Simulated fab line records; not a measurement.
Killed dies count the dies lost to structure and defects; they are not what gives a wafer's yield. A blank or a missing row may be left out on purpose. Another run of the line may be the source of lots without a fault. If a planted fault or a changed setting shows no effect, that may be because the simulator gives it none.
Matching of chambers -- flow nandHarc -- 3 sister chambers for NHARC_P_GATE_DEP_103 on pecvd-04
The step deposits SiON, target thk 30 nm. 33 wafers are shown with their chamber, then 12 later ones without.

WAFERS, EACH WITH ITS CHAMBER
wafer,chamber,heaterPowerW (W)
L074.2,2,809
L074.4,1,611
L074.6,2,803
L079.1,0,682
L079.2,2,774
L079.6,1,723
L080.1,0,746
L080.4,0,743
L080.6,2,749
L081.2,2,853
L081.4,2,871
L081.6,1,672
L083.1,1,630
L083.2,2,868
L083.5,0,742
L084.1,0,716
L084.2,2,839
L084.6,0,700
L087.1,2,856
L087.2,1,712
L087.6,1,703
L089.1,1,679
L089.3,0,684
L089.6,1,668
L090.1,2,847
L090.2,0,755
L090.3,1,697
L090.4,2,855
L090.5,1,669
L090.6,0,736
L091.1,1,636
L091.4,1,637
L091.6,2,791

SIGNATURES (averages over the wafers above)
reading,chamber 0,chamber 1,chamber 2,scatter within a chamber
heaterPowerW,722.67,669.75,826.25,35.4
Rule: a wafer's distance from a chamber is the root of the sum, over the readings, of the square of ((its reading less the chamber's mean) divided by the reading's scatter). If the next closest chamber is less than 2 further off than the closest, the wafer can't be placed; otherwise it belongs to the closest. How the scatter is found: for the shown wafers, subtract from each reading the mean of its chamber, square and add these, divide the total by (wafers less chambers), then take the root.

WAFERS WITHOUT THEIR CHAMBER
wafer,heaterPowerW (W)
L092.3,701
L092.4,820
L092.6,673
L093.1,687
L093.3,711
L093.4,779
L095.1,731
L095.2,662
L095.3,753
L096.2,679
L096.4,658
L096.6,708

EACH ONE'S CHAMBER
wafer,from the rows above,in truth
L092.3,can't be placed: 0 or 1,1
L092.4,2,2
L092.6,can't be placed: 1 or 0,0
L093.1,can't be placed: 1 or 0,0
L093.3,can't be placed: 0 or 1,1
L093.4,can't be placed: 2 or 0 or 1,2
L095.1,can't be placed: 0 or 1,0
L095.2,can't be placed: 1 or 0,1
L095.3,can't be placed: 0 or 2 or 1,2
L096.2,can't be placed: 1 or 0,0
L096.4,can't be placed: 1 or 0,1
L096.6,can't be placed: 0 or 1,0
Correctly placed: 1 of 12. Unplaceable from these rows: 11, with the true chamber sitting among the candidates in 11. Wrongly placed: 0.
